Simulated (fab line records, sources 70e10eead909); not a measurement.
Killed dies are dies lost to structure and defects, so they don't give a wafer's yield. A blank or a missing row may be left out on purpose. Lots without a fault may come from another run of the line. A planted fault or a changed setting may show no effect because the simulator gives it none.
fab line records | flow nand_harc
record lots=21 wafers=63 last_day=34
route steps=1302 shown P_CONTACT@240 P_M0@267 P_M1@298
lots that met no fault: from a run of the same line without faults
start_h: hours from the record's first day to the start of the lot's first wafer shown | wait_h: hours since the lot's step before | " the same as in the row above | L1.1+2: a row that stands for several wafers | - no value, or no start given | * or withheld: withheld | < > ~ a bound
route shown NAME@n: a module of which the file shows steps, and the number in the route of the first | usual: mean/standard deviation of fault-free wafers | same: alike in all rows | chamber/n: place in a boat | sites: the reading at each site | _std_site: their standard deviation | _edge_site: outer sites' mean less inner sites' | radius_mm: how far each site lies from the wafer's centre | mask NAME#n: copy n | behind: the tool/chamber that last shaped the wafer | hold: why the lot was held/for how many hours/how that ended | device: the transistor (n, p or np) that didn't switch | end of line: the same wafers' tests at the end of the route | a step without rows: its recipe alone | killed: dies lost to structure and defects at the first sort, not the wafer's yield | map: a wafer's dies, x killed, . not, _ none there
set.NAME: the setting as run; set.NAME@STEP: as run at that earlier step | model.NAME: the simulator's own value behind a step, which no gauge read
steps of the route over a sample of lots; a table a step, a row a wafer
services: from which hour (start_h, from the record's first day; less than 0 if before it) a tool's chamber was out of use, for how many hours, and why
## steps
# step NHARC_P_CONTACT_ETCH_31
# recipe target_depth_a=300 time_s=85.7 ion_energy_ev=120 over_etch_frac=1 ch3f_flow_sccm=50 o2_flow_sccm=30 ar_flow_sccm=200 rf_w=500 bias_w=100 chemistry=CH3F/O2
# usual bias_w=100.02/0.28 drypump_motor_current_A=5.3/0.33 oes_product_au=0.974/0.016 rf_vpp_V=244.6/1.7 showerhead_plenum_p_Torr=2.47/0.11 throttle_valve_pct=20.663/0.0091
# same time_s=85.7
# columns lot.wafer tool chamber start_h wait_h bias_w drypump_motor_current_A oes_product_au rf_hours_counter_h rf_vpp_V showerhead_plenum_p_Torr throttle_valve_pct
L075.4 rie_diel-04 2 - - 100.03 5.6 0.986 3.2 245.7 2.52 20.647
L075.2 " 3 " " 99.91 5.6 0.975 3.5 244.7 2.45 20.664
L075.5 " 1 " " 100.30 5.3 0.968 - 245.2 2.62 20.668
L076.1 rie_diel-04 0 - - 100.31 4.9 0.984 4.2 244.1 2.48 20.671
L076.4 " 1 " " 99.65 5.3 0.994 4.1 246.9 2.62 20.664
L076.3 " 3 " " 99.92 5.5 0.995 3.7 244.5 2.45 20.650
L077.1 rie_diel-13 2 - - 99.96 5.5 0.983 3.6 245.4 2.62 20.663
L077.4 " 3 " " 100.15 5.3 0.954 3.9 242.6 2.32 20.654
L077.5 " 1 " " 99.66 6.0 0.992 - 242.9 2.30 20.660
L078.2 rie_diel-13 2 - - 100.33 5.5 0.985 3.9 246.7 2.62 20.642
L078.4 " 3 " " 100.10 5.3 0.966 4.4 242.5 2.32 20.670
L078.3 " 1 " " 99.53 6.0 1.000 3.9 241.9 2.30 20.657
L079.1 rie_diel-04 2 - - 100.35 5.5 0.998 4.7 246.5 2.52 20.661
L079.3 " 3 " " 100.20 5.5 0.974 5.0 243.4 2.45 20.668
L079.4 " 1 " " 99.74 5.3 0.997 5.2 246.7 2.62 20.669
L080.2 rie_diel-06 2 - - 100.63 5.3 0.997 3.0 244.0 2.40 20.688
L080.3 " 3 " " 100.20 5.5 0.960 1.7 245.7 2.58 20.661
L080.4 " 0 " " 99.94 5.3 0.971 3.0 244.3 2.47 20.673
L081.3 rie_diel-13 2 - - 100.13 5.5 0.967 0.5 246.4 2.62 20.652
L081.6 " 1 " " 100.03 6.1 0.998 - 241.9 2.30 20.663
L081.5 " 2 " " 99.90 5.5 0.965 - 246.8 2.62 20.643
L082.1 rie_diel-04 0 200.18 0.1 100.16 4.9 0.965 0.8 244.9 2.48 20.664
L082.4 " 2 " " 100.08 5.6 0.970 - 245.6 2.52 20.656
L082.6 " 2 " " 100.05 5.6 0.963 - 245.6 2.52 20.658
L083.3 rie_diel-13 0 - - 99.46 4.8 1.009 1.3 242.3 2.31 20.662
L083.4 " 1 " " 100.16 6.0 0.973 1.3 242.6 2.30 20.661
L083.6 " 3 " " 99.14 5.3 0.974 - 242.6 2.32 20.671
L084.1 rie_diel-04 0 - - 99.86 4.8 0.970 1.6 244.4 2.48 20.662
L084.2 " 1 " " 99.87 5.3 0.967 0.5 245.6 2.62 20.641
L084.6 " 1 " " 99.79 5.4 0.957 - 246.2 2.62 20.665
L085.4 rie_diel-13 1 - - 99.99 6.0 0.962 1.7 243.5 2.30 20.649
L085.1 " 2 " " 99.85 5.5 0.951 1.6 247.3 2.62 20.655
L085.5 " 0 " " 99.79 4.8 1.006 - 243.0 2.31 20.655
L088.1 rie_diel-13 1 - - 100.30 6.0 0.984 2.4 240.4 2.30 20.659
L088.6 " 0 " " 100.27 4.8 1.001 - 242.6 2.31 20.668
L088.5 " 1 " " 100.20 6.0 0.990 - 242.2 2.30 20.672
L089.3 rie_diel-04 3 - - 99.98 5.6 0.964 2.0 243.1 2.45 20.665
L089.1 " 1 " " 100.09 5.3 0.972 1.6 245.6 2.62 20.666
L089.6 " 0 " " 99.92 4.9 0.957 - 246.2 2.48 20.656
L090.2 rie_diel-04 2 - - 100.11 5.5 0.971 3.0 245.1 2.52 20.660
L090.5 " 3 " " 100.01 5.6 0.971 - 242.8 2.45 20.665
L090.6 " 0 " " 100.45 4.9 0.967 - 245.8 2.48 20.659
L091.2 rie_diel-06 3 - - 99.74 5.5 0.958 6.6 246.8 2.58 20.659
L091.3 " 1 " " 100.10 5.0 0.947 8.2 247.3 2.56 20.665
L091.5 " 0 " " 100.07 5.3 0.965 - 243.7 2.47 20.661
L092.3 rie_diel-06 0 - - 99.92 5.3 0.989 8.6 244.6 2.46 20.674
L092.2 " 2 " " 99.45 5.4 0.992 8.8 244.3 2.39 20.660
L092.5 " 0 " " 100.08 5.3 0.983 - 243.8 2.46 20.648
L093.4 rie_diel-13 3 - - 99.75 5.3 0.983 4.0 241.3 2.32 20.645
L093.2 " 0 " " 99.67 4.8 1.009 4.2 241.5 2.31 20.664
L093.5 " 3 " " 99.88 5.3 0.980 - 242.4 2.32 20.677
L094.3 rie_diel-04 3 - - 100.35 5.6 0.966 3.8 245.1 2.45 20.640
L094.2 " 0 " " 100.12 4.9 0.974 4.2 246.0 2.48 20.650
L094.5 " 3 " " 100.35 5.6 0.961 - 245.7 2.45 20.659
L095.3 rie_diel-04 1 - - 100.34 5.3 0.962 3.4 246.1 2.62 20.655
L095.4 " 0 " " 99.47 4.9 0.977 4.6 245.3 2.48 20.663
L095.6 " 1 " " 100.55 5.3 0.959 - 247.1 2.62 20.665
L096.4 rie_diel-04 0 - - 100.00 4.9 0.951 5.0 245.7 2.48 20.657
L096.1 " 1 " " 99.73 5.3 0.959 3.9 246.6 2.62 20.655
L096.3 " 2 " " 99.85 5.6 0.962 4.7 246.5 2.52 20.656
L097.4 rie_diel-13 0 - - 99.93 4.8 0.984 0.3 241.4 2.31 20.651
L097.1 " 1 " " 100.42 6.0 0.985 0.3 241.5 2.30 20.677
L097.5 " 2 " " 99.89 5.5 0.980 - 245.9 2.62 20.677
# step NHARC_P_CONTACT_INSPECT_27
# usual raw_defect_count=319/120
# columns lot.wafer tool chamber start_h wait_h raw_defect_count
L075.2 defect_inspect-02 - 136.00 0.1 230
L075.4 " - " " 177
L075.5 " - " " 197
L076.1 defect_inspect-01 - 137.46 0.1 288
L076.3 " - " " 212
L076.4 " - " " 257
L077.1 defect_inspect-02 - 155.95 0.1 361
L077.4 " - " " 580
L077.5 " - " " 360
L078.2 defect_inspect-02 - 161.75 0.1 232
L078.3 " - " " 684
L078.4 " - " " 245
L079.1 defect_inspect-02 - 174.06 0.1 297
L079.3 " - " " 270
L079.4 " - " " 345
L080.2 defect_inspect-01 - 181.19 0.1 356
L080.3 " - " " 264
L080.4 " - " " 265
L081.3 defect_inspect-01 - 191.02 0.1 431
L081.5 " - " " 298
L081.6 " - " " 638
L082.1 defect_inspect-01 - 202.56 0.1 540
L082.4 " - " " 420
L082.6 " - " " 389
L083.3 defect_inspect-02 - 222.62 0.1 154
L083.4 " - " " 326
L083.6 " - " " 305
L084.1 defect_inspect-02 - 227.01 0.1 370
L084.2 " - " " 409
L084.6 " - " " 313
L085.1 defect_inspect-01 - 229.98 0.1 132
L085.4 " - " " 153
L085.5 " - " " 163
L088.1 defect_inspect-02 - 267.56 0.1 270
L088.5 " - " " 379
L088.6 " - " " 269
L089.1 defect_inspect-01 - 269.14 0.1 380
L089.3 " - " " 474
L089.6 " - " " 464
L090.2 defect_inspect-01 - 283.05 0.1 275
L090.5 " - " " 145
L090.6 " - " " 346
L091.2 defect_inspect-02 - 296.76 0.1 201
L091.3 " - " " 337
L091.5 " - " " 477
L092.2 defect_inspect-02 - 302.69 0.1 271
L092.3 " - " " 372
L092.5 " - " " 488
L093.2 defect_inspect-02 - 317.44 0.1 806
L093.4 " - " " 466
L093.5 " - " " 512
L094.2 defect_inspect-01 - 323.08 0.1 322
L094.3 " - " " 411
L094.5 " - " " 248
L095.3 defect_inspect-02 - 332.93 0.1 231
L095.4 " - " " 337
L095.6 " - " " 221
L096.1 defect_inspect-02 - 341.39 0.1 232
L096.3 " - " " 137
L096.4 " - " " 210
L097.1 defect_inspect-02 - 354.64 0.1 361
L097.4 " - " " 409
L097.5 " - " " 303
# step NHARC_P_M0_ETCH_34
# recipe target_depth_a=400 overetch_a=120 time_s=43.94 ion_energy_ev=200 n2_flow_sccm=150 h2_flow_sccm=150 ar_flow_sccm=0 rf_w=400 bias_w=150 chemistry=N2/H2
# usual bias_w=150.0/0.5 drypump_motor_current_A=5.7/0.35 n2_flow_sccm=150.0/0.5 oes_product_au=1.000/0.013 rf_vpp_V=430.0/2.8 showerhead_plenum_p_Torr=2.02/0.095 throttle_valve_pct=14.172/0.0089
# same time_s=43.94
# columns lot.wafer tool chamber start_h wait_h bias_w drypump_motor_current_A n2_flow_sccm oes_product_au rf_hours_counter_h rf_vpp_V showerhead_plenum_p_Torr throttle_valve_pct
L075.4 rie_diel-08 2 137.19 0.1 149.8 5.9 150.5 0.986 47 433.0 2.13 14.166
L075.2 " 3 " " 150.1 6.4 149.9 0.997 48 433.5 2.16 14.168
L075.5 " 1 " " 149.7 5.4 149.8 1.021 - 429.9 1.99 14.171
L076.1 rie_diel-12 0 139.09 0.1 150.0 5.8 151.1 1.000 13 429.2 2.02 14.170
L076.3 " 2 " " 149.6 5.8 150.3 0.990 16 433.5 2.12 14.156
L076.4 " 2 " " 149.9 5.8 149.6 0.987 - 431.6 2.12 14.170
L077.1 rie_diel-08 2 157.00 0.1 151.0 5.9 149.7 0.995 52 434.1 2.12 14.177
L077.4 " 0 " " 149.9 5.8 150.0 1.010 47 426.1 1.92 14.167
L077.5 " 1 " " 149.9 5.5 149.5 1.005 - 428.8 1.99 14.185
L078.2 rie_diel-08 2 163.12 0.1 149.5 5.9 149.6 0.997 53 433.9 2.12 14.174
L078.4 " 3 " " 149.8 6.4 149.9 0.998 54 433.6 2.15 14.158
L078.3 " 1 " " 149.5 5.5 150.0 1.017 48 430.1 1.99 14.168
L079.3 rie_diel-03 2 175.13 0.1 149.9 5.8 149.9 1.010 10 427.8 1.96 14.173
L079.1 " 0 " " 149.7 5.8 150.0 0.998 9 427.5 1.92 14.171
L079.4 " 2 " " 150.4 5.8 149.6 1.001 - 427.3 1.96 14.175
L080.3 rie_diel-03 0 182.38 0.1 150.3 5.8 149.8 1.004 11 427.7 1.92 14.167
L080.2 " 2 " " 150.9 5.8 149.7 1.008 13 427.4 1.96 14.188
L080.4 " 0 " " 150.3 5.8 150.7 1.003 - 426.5 1.92 14.155
L081.3 rie_diel-03 0 192.21 0.1 149.0 5.8 150.2 1.002 14 427.2 1.92 14.166
L081.6 " 1 " " 150.8 5.1 150.2 1.015 - 429.0 1.99 14.171
L081.5 " 2 " " 150.4 5.8 150.1 1.001 - 430.9 1.96 14.162
L082.4 rie_diel-08 3 203.73 0.1 149.4 6.4 150.1 0.993 0 434.4 2.15 14.174
L082.1 " 2 " " 150.8 6.0 150.4 1.002 0 431.7 2.12 14.160
L082.6 " 0 " " 148.9 5.8 149.4 1.013 - 426.5 1.91 14.169
L083.3 rie_diel-12 1 223.67 0.1 150.2 5.6 150.4 1.011 37 429.2 1.98 14.183
L083.4 " 3 " " 149.9 6.0 149.1 1.006 33 432.0 2.12 14.174
L083.6 " 1 " " 149.9 5.6 150.9 0.999 - 429.8 1.99 14.169
L084.2 rie_diel-03 0 228.18 0.1 149.8 5.8 149.5 1.006 18 427.2 1.92 14.163
L084.1 " 1 " " 149.4 5.1 150.8 1.025 19 428.8 1.99 14.171
L084.6 " 0 " " 149.6 5.8 149.8 0.992 - 426.8 1.92 14.169
L085.4 rie_diel-08 3 231.16 0.1 150.7 6.4 150.1 0.980 7 433.1 2.15 14.174
L085.1 " 2 " " 150.2 5.9 149.4 0.975 7 433.1 2.12 14.184
L085.5 " 0 " " 149.6 5.8 149.9 1.034 - 426.4 1.91 14.172
L088.1 rie_diel-03 0 268.73 0.1 150.3 5.8 151.0 1.004 21 428.4 1.92 14.177
L088.6 " 0 " " 150.6 5.8 150.7 1.016 - 426.7 1.92 14.165
L088.5 " 1 " " 150.4 5.1 149.9 0.999 - 430.2 1.99 14.159
L089.3 rie_diel-03 3 270.32 0.1 149.7 5.2 150.6 1.006 19 434.5 2.18 14.170
L089.1 " 0 " " 149.3 5.8 150.3 1.001 21 428.2 1.92 14.150
L089.6 " 3 " " 149.5 5.2 150.1 1.015 - 435.1 2.18 14.178
L090.2 rie_diel-12 3 284.26 0.1 150.8 6.0 150.1 1.000 4 431.8 2.11 14.188
L090.5 " 0 " " 150.2 5.8 149.2 0.987 - 429.8 2.00 14.165
L090.6 " 1 " " 150.1 5.6 150.3 1.014 - 429.5 1.98 14.175
L091.2 rie_diel-12 1 298.28 0.3 149.8 5.6 150.7 1.004 8 427.6 1.98 14.164
L091.3 " 2 " " 150.2 5.9 150.3 1.004 4 431.9 2.10 14.178
L091.5 " 2 " " 150.2 5.9 150.3 0.994 - 433.2 2.10 14.179
L092.2 rie_diel-08 1 303.87 0.1 148.9 5.5 151.2 0.997 39 427.5 1.97 14.175
L092.3 " 2 " " 150.9 5.9 150.2 0.975 36 431.9 2.11 14.168
L092.5 " 0 " " 150.9 5.8 149.7 1.022 - 425.9 1.90 14.180
L093.2 rie_diel-08 1 318.64 0.1 150.0 5.4 150.0 1.010 43 428.8 1.97 14.175
L093.4 " 2 " " 150.5 5.9 150.5 0.983 40 432.1 2.11 14.162
L093.5 " 2 " " 149.6 5.9 150.3 0.983 - 432.7 2.11 14.173
L094.2 rie_diel-03 0 324.26 0.1 149.5 5.8 149.5 1.000 8 426.7 1.92 14.167
L094.3 " 1 " " 149.7 5.1 150.3 0.991 9 428.8 1.98 14.176
L094.5 " 3 " " 149.8 5.3 150.5 0.979 - 435.6 2.18 14.170
L095.3 rie_diel-03 1 333.98 0.1 149.2 5.1 150.1 0.993 11 428.8 1.98 14.177
L095.4 " 3 " " 150.0 5.3 150.4 0.983 6 435.6 2.18 14.161
L095.6 " 1 " " 149.0 5.1 150.4 0.997 - 429.9 1.98 14.158
L096.3 rie_diel-08 0 342.48 0.1 149.7 5.8 149.7 0.998 49 426.1 1.89 14.160
L096.1 " 1 " " 149.5 5.5 150.6 0.984 51 430.0 1.97 14.180
L096.4 " 0 " " 149.9 5.8 150.2 1.005 - 427.2 1.89 14.186
L097.4 rie_diel-03 3 355.83 0.1 150.5 5.3 150.5 0.986 12 434.3 2.18 14.176
L097.1 " 0 " " 149.4 5.8 150.3 0.992 15 426.6 1.91 14.155
L097.5 " 2 " " 149.8 5.8 149.7 0.982 - 427.9 1.95 14.183
# step NHARC_P_M1_DESCUM_14
# recipe time_s=3 o2_flow_sccm=200 ar_flow_sccm=0 bias_power_w=0 chemistry=O2
# usual drypump_motor_current_A=5.6/0.41 oes_product_au=1.002/0.014 rf_vpp_V=57.9/0.92 showerhead_plenum_p_Torr=1.91/0.082 throttle_valve_pct=11.310/0.009
# same time_s=3
# columns lot.wafer tool chamber start_h wait_h drypump_motor_current_A oes_product_au rf_hours_counter_h rf_vpp_V showerhead_plenum_p_Torr throttle_valve_pct
L075.2 rie_diel-01 2 141.28 0.1 5.3 0.993 10 56.5 1.82 11.297
L075.4 " 1 " " 5.6 1.013 9 56.3 1.93 11.299
L075.5 " 2 " " 5.3 0.992 - 57.2 1.82 11.296
L076.4 rie_diel-02 3 143.13 0.1 5.8 0.984 6 59.3 2.02 11.317
L076.3 " 0 " " 5.1 0.969 4 57.4 1.86 11.305
L076.1 " 1 " " 6.0 0.996 6 56.8 1.80 11.315
L077.1 rie_diel-07 3 160.99 0.1 4.9 0.989 10 57.4 1.85 11.308
L077.4 " 1 " " 6.3 1.004 10 58.9 1.86 11.326
L077.5 " 3 " " 4.9 0.999 - 57.4 1.85 11.316
L078.3 rie_diel-02 0 167.52 0.1 5.1 0.974 6 58.1 1.86 11.312
L078.4 " 2 " " 5.5 1.009 8 57.5 2.00 11.304
L078.2 " 3 " " 5.8 1.004 7 58.9 2.02 11.308
L079.1 rie_diel-02 3 179.02 0.1 5.8 0.997 8 58.2 2.02 11.315
L079.3 " 0 " " 5.1 0.987 7 57.6 1.86 11.306
L079.4 " 2 " " 5.5 0.990 8 57.7 2.00 11.314
L080.2 rie_diel-07 3 186.24 0.1 4.9 1.003 18 57.1 1.84 11.319
L080.3 " 0 " " 5.9 1.007 21 57.0 1.91 11.309
L080.4 " 1 " " 6.3 1.003 21 58.3 1.86 11.316
L081.3 rie_diel-01 1 196.16 0.1 5.6 1.003 13 59.4 1.93 11.288
L081.6 " 0 " " 6.3 1.022 - 58.5 1.85 11.317
L081.5 " 1 " " 5.6 1.002 - 57.9 1.93 11.320
L082.1 rie_diel-02 1 207.61 0.1 6.1 0.993 10 57.1 1.80 11.315
L082.4 " 3 " " 5.8 0.995 9 59.2 2.01 11.317
L082.6 " 0 " " 5.1 0.981 - 55.2 1.86 11.312
L083.3 rie_diel-02 2 227.65 0.1 5.5 1.029 0 58.5 2.00 11.311
L083.4 " 3 " " 5.8 1.017 0 58.1 2.01 11.294
L083.6 " 1 " " 6.1 1.013 - 57.1 1.80 11.300
L084.2 rie_diel-01 3 232.69 0.1 5.3 1.022 3 60.3 2.03 11.305
L084.1 " 1 " " 5.5 0.999 2 57.5 1.93 11.315
L084.6 " 3 " " 5.3 1.007 - 58.5 2.03 11.303
L085.4 rie_diel-07 3 235.25 0.1 4.9 1.001 34 58.1 1.84 11.303
L085.1 " 1 " " 6.3 1.015 41 57.7 1.85 11.317
L085.5 " 2 " " 5.9 1.005 - 58.5 1.92 11.306
L088.1 rie_diel-02 1 272.98 0.1 6.1 1.009 4 58.4 1.80 11.321
L088.5 " 1 " " 6.1 1.010 - 58.4 1.80 11.326
L088.6 " 2 " " 5.5 1.027 - 58.2 2.00 11.315
L089.3 rie_diel-01 1 274.39 0.1 5.5 0.997 5 59.5 1.93 11.309
L089.1 " 3 " " 5.3 1.018 6 57.1 2.03 11.321
L089.6 " 1 " " 5.5 0.999 - 57.9 1.93 11.304
L090.2 rie_diel-01 1 288.30 0.1 5.5 0.998 6 58.6 1.93 11.311
L090.5 " 3 " " 5.3 1.004 - 59.2 2.03 11.300
L090.6 " 0 " " 6.3 1.027 - 58.2 1.85 11.309
L091.2 rie_diel-02 2 302.37 0.1 5.4 1.013 5 58.3 1.99 11.297
L091.3 " 0 " " 5.1 0.999 6 57.9 1.86 11.303
L091.5 " 2 " " 5.5 1.014 - 59.1 1.99 11.316
L092.2 rie_diel-02 1 307.83 0.1 6.1 1.010 6 58.6 1.80 11.303
L092.3 " 0 " " 5.1 0.993 6 56.7 1.86 11.312
L092.5 " 1 " " 6.0 1.013 - 57.0 1.80 11.316
L093.4 rie_diel-01 0 322.64 0.1 6.3 1.016 9 57.4 1.85 11.283
L093.2 " 1 " " 5.5 0.981 8 58.4 1.93 11.303
L093.5 " 0 " " 6.3 1.016 - 58.3 1.85 11.284
L094.3 rie_diel-02 1 328.11 0.1 6.1 1.007 8 57.8 1.79 11.330
L094.2 " 3 " " 5.8 0.992 7 58.1 2.01 11.316
L094.5 " 1 " " 6.1 1.004 - 57.7 1.80 11.310
L095.3 rie_diel-02 1 337.99 0.1 6.0 1.006 8 57.6 1.79 11.321
L095.4 " 2 " " 5.5 1.009 8 57.5 1.99 11.323
L095.6 " 0 " " 5.1 0.979 - 57.2 1.86 11.315
L096.3 rie_diel-02 1 346.57 0.1 6.0 1.015 9 58.2 1.79 11.310
L096.4 " 2 " " 5.5 1.012 9 59.7 1.99 11.321
L096.1 " 3 " " 5.8 1.008 9 57.7 2.01 11.318
L097.1 rie_diel-02 1 359.83 0.1 6.1 1.004 10 57.6 1.79 11.315
L097.4 " 3 " " 5.8 1.005 10 59.8 2.01 11.319
L097.5 " 0 " " 5.1 0.991 - 59.0 1.86 11.325
# step NHARC_P_M1_STRIP_18
# recipe power_w=1000 n2_flow_sccm=150 h2_flow_sccm=150 ar_flow_sccm=0 bias_w=0 chemistry=N2/H2
# usual drypump_motor_current_A=5.6/0.41 n2_flow_sccm=150.1/0.48 oes_product_au=1.002/0.013 rf_vpp_V=90.6/0.95 showerhead_plenum_p_Torr=2.03/0.09 throttle_valve_pct=14.173/0.0099
# same bias_w=0
# columns lot.wafer tool chamber start_h wait_h drypump_motor_current_A n2_flow_sccm oes_product_au rf_hours_counter_h rf_vpp_V showerhead_plenum_p_Torr throttle_valve_pct
L075.2 rie_diel-02 1 141.68 0.1 6.1 149.6 1.001 6 89.0 1.91 14.178
L075.4 " 2 " " 5.5 149.9 1.013 6 91.0 2.13 14.169
L075.5 " 1 " " 6.1 150.0 0.991 - 89.6 1.91 14.159
L076.1 rie_diel-07 0 143.54 0.1 5.8 149.7 1.000 3 91.0 2.04 14.162
L076.4 " 1 " " 6.3 150.3 1.008 3 90.9 1.99 14.181
L076.3 " 2 " " 5.9 149.9 0.993 3 90.4 2.06 14.171
L077.4 rie_diel-01 1 161.42 0.1 5.5 149.6 1.022 11 91.0 2.06 14.173
L077.1 " 2 " " 5.3 149.7 1.010 12 89.8 1.94 14.180
L077.5 " 3 " " 5.3 150.1 1.006 - 91.0 2.17 14.170
L078.2 rie_diel-01 1 167.90 0.1 5.5 150.1 1.013 12 91.6 2.06 14.171
L078.4 " 2 " " 5.3 150.5 0.996 13 90.2 1.94 14.171
L078.3 " 0 " " 6.3 150.6 1.024 12 90.3 1.97 14.178
L079.1 rie_diel-01 2 179.40 0.1 5.3 150.1 1.000 13 89.6 1.94 14.170
L079.3 " 3 " " 5.4 150.7 0.995 13 92.1 2.17 14.176
L079.4 " 1 " " 5.6 150.5 1.006 12 92.2 2.06 14.161
L080.4 rie_diel-07 1 186.65 0.1 6.3 149.9 0.996 21 92.3 1.98 14.169
L080.3 " 2 " " 5.9 149.8 0.995 12 91.1 2.05 14.161
L080.2 " 3 " " 4.9 149.7 1.005 18 89.2 1.96 14.169
L081.3 rie_diel-02 3 196.58 0.1 5.8 149.4 0.986 8 90.6 2.15 14.150
L081.6 " 1 " " 6.1 150.0 0.994 - 89.2 1.91 14.177
L081.5 " 2 " " 5.5 149.2 1.001 - 91.4 2.13 14.170
L082.4 rie_diel-02 1 208.03 0.1 6.1 150.1 0.995 10 91.1 1.91 14.169
L082.1 " 2 " " 5.5 149.5 1.006 10 90.5 2.13 14.163
L082.6 " 3 " " 5.8 149.8 1.005 - 92.2 2.15 14.156
L083.3 rie_diel-01 2 228.03 0.1 5.3 150.6 0.992 2 90.5 1.93 14.163
L083.4 " 3 " " 5.4 149.8 1.012 2 90.5 2.17 14.181
L083.6 " 2 " " 5.2 150.0 0.982 - 88.9 1.93 14.172
L084.1 rie_diel-01 3 233.12 0.1 5.3 149.9 1.014 3 90.4 2.17 14.165
L084.2 " 1 " " 5.6 149.7 0.984 2 90.4 2.06 14.169
L084.6 " 3 " " 5.3 150.1 0.999 - 91.2 2.17 14.167
L085.4 rie_diel-02 2 235.62 0.1 5.5 150.0 1.014 0 92.0 2.13 14.164
L085.1 " 3 " " 5.8 150.3 0.993 0 92.3 2.15 14.174
L085.5 " 3 " " 5.8 149.9 0.997 - 91.9 2.15 14.173
L088.1 rie_diel-01 3 273.42 0.1 5.4 149.5 1.015 6 91.8 2.17 14.185
L088.6 " 1 " " 5.5 150.3 0.997 - 90.1 2.05 14.183
L088.5 " 2 " " 5.3 150.2 0.999 - 91.1 1.93 14.179
L089.1 rie_diel-02 3 274.79 0.1 5.8 150.7 1.007 3 92.8 2.15 14.179
L089.3 " 1 " " 6.1 149.1 1.017 4 89.1 1.91 14.185
L089.6 " 2 " " 5.5 149.5 1.030 - 92.4 2.13 14.175
L090.2 rie_diel-07 1 288.74 0.1 6.3 150.0 1.010 60 91.1 1.97 14.175
L090.6 " 2 " " 5.9 150.7 0.998 - 90.1 2.04 14.176
L090.5 " 3 " " 4.9 151.2 1.006 - 91.4 1.95 14.155
L091.2 rie_diel-02 0 302.80 0.1 5.1 150.2 0.987 6 90.7 1.98 14.182
L091.3 " 1 " " 6.1 150.4 1.001 6 89.4 1.91 14.183
L091.5 " 3 " " 5.8 150.3 0.997 - 91.1 2.15 14.182
L092.2 rie_diel-01 2 308.26 0.1 5.3 150.3 0.978 8 89.5 1.93 14.151
L092.3 " 3 " " 5.4 149.9 1.006 9 91.3 2.17 14.154
L092.5 " 0 " " 6.3 148.9 1.025 - 90.9 1.97 14.170
L093.4 rie_diel-02 1 323.04 0.1 6.1 150.7 1.019 8 90.6 1.91 14.189
L093.2 " 3 " " 5.8 151.0 1.006 7 92.9 2.15 14.170
L093.5 " 0 " " 5.1 150.6 0.995 - 90.2 1.98 14.177
L094.2 rie_diel-02 2 328.49 0.1 5.5 151.2 1.004 7 89.4 2.13 14.168
L094.3 " 1 " " 6.0 149.7 1.015 8 88.7 1.91 14.168
L094.5 " 3 " " 5.8 150.3 1.009 - 91.3 2.15 14.161
L095.4 rie_diel-02 1 338.40 0.1 6.1 150.7 1.014 8 88.5 1.91 14.166
L095.3 " 2 " " 5.5 149.6 1.010 8 91.0 2.13 14.162
L095.6 " 3 " " 5.8 149.7 1.010 - 91.4 2.15 14.171
L096.4 rie_diel-01 3 346.97 0.1 5.4 150.4 1.005 12 92.0 2.17 14.168
L096.1 " 0 " " 6.3 149.4 1.006 12 90.6 1.97 14.169
L096.3 " 1 " " 5.5 149.6 0.990 11 90.6 2.05 14.180
L097.1 rie_diel-02 1 360.22 0.1 6.1 150.5 1.005 10 89.9 1.91 14.188
L097.4 " 3 " " 5.8 150.2 1.005 10 92.3 2.15 14.173
L097.5 " 0 " " 5.1 150.3 0.971 - 90.0 1.98 14.180
# step NHARC_P_M1_PRE_CLEAN_32
# recipe time_s=12 temp_c=370 rf_power_w=300 gas=NH3
# usual heater_power_w=636/78
# same time_s=12
# columns lot.wafer tool chamber start_h wait_h heater_power_w
L075.2 pecvd-01 0 143.92 0.1 670
L075.5 " 1 " " 595
L075.4 " 2 " " 499
L076.3 pecvd-03 0 145.76 0.1 650
L076.1 " 1 " " 540
L076.4 " 2 " " 554
L077.1 pecvd-03 1 163.64 0.1 622
L077.5 " 1 " " 629
L077.4 " 2 " " 528
L078.3 pecvd-04 1 170.19 0.1 776
L078.2 " 0 " " 631
L078.4 " 2 " " 787
L079.3 pecvd-03 2 181.67 0.1 601
L079.1 " 0 " " 556
L079.4 " 1 " " 672
L080.3 pecvd-04 1 188.91 0.1 716
L080.2 " 2 " " 765
L080.4 " 2 " " 763
L081.3 pecvd-03 2 198.81 0.1 564
L081.6 " 1 " " 635
L081.5 " 2 " " 580
L082.1 pecvd-04 0 210.27 0.1 727
L082.4 " 1 " " 653
L082.6 " 0 " " 706
L083.3 pecvd-01 2 230.35 0.1 538
L083.6 " 0 " " 655
L083.4 " 1 " " 598
L084.2 pecvd-01 1 235.47 0.1 591
L084.1 " 2 " " 497
L084.6 " 2 " " 502
L085.1 pecvd-03 1 237.92 0.1 626
L085.4 " 2 " " 576
L085.5 " 1 " " 606
L088.1 pecvd-01 0 275.64 0.1 616
L088.6 " 2 " " 501
L088.5 " 1 " " 563
L089.1 pecvd-03 2 277.05 0.1 536
L089.3 " 0 " " 649
L089.6 " 2 " " 552
L090.2 pecvd-01 0 291.03 0.1 646
L090.6 " 2 " " 601
L090.5 " 0 " " 641
L091.3 pecvd-04 1 305.03 0.1 762
L091.2 " 2 " " 693
L091.5 " 1 " " 733
L092.2 pecvd-04 2 310.50 0.1 713
L092.3 " 0 " " 723
L092.5 " 2 " " 738
L093.2 pecvd-03 0 325.73 0.1 603
L093.5 " 2 " " 573
L093.4 " 0 " " 604
L094.3 pecvd-03 1 330.75 0.1 627
L094.2 " 0 " " 575
L094.5 " 1 " " 640
L095.3 pecvd-01 0 340.62 0.1 783
L095.4 " 2 " " 521
L095.6 " 0 " " 791
L096.3 pecvd-04 2 349.24 0.1 754
L096.1 " 0 " " 672
L096.4 " 2 " " 765
L097.1 pecvd-01 2 362.48 0.1 581
L097.4 " 2 " " 567
L097.5 " 0 " " 786
## services
# columns tool chamber start_h hours kind
rie_diel-08 1 111.23 1.2 repair
rie_diel-01 1 113.05 7.2 repair
rie_diel-02 - 118.94 0.8 repair
rie_diel-02 0 121.72 1.5 repair
rie_diel-02 0 128.83 4.5 repair
rie_diel-02 0 145.81 1.9 repair
rie_diel-04 3 154.68 3.9 repair
rie_diel-03 3 171.80 6.1 repair
rie_diel-04 - 177.93 9.0 pm
rie_diel-03 3 177.94 6.1 repair
rie_diel-04 1 190.74 25.3 repair
rie_diel-04 2 192.19 5.4 repair
rie_diel-04 3 196.36 3.9 repair
rie_diel-01 - 203.81 9.0 pm
rie_diel-02 0 210.71 9.6 repair
rie_diel-02 - 216.70 9.0 pm
rie_diel-01 2 230.95 4.5 repair
rie_diel-03 3 280.78 16.3 repair
rie_diel-03 - 281.89 9.0 pm
rie_diel-03 2 295.98 7.3 repair
rie_diel-04 2 312.69 9.3 repair
rie_diel-04 1 343.75 5.5 repair
rie_diel-04 - 354.93 9.0 pm
rie_diel-01 1 362.21 11.3 repair
## key
fault none
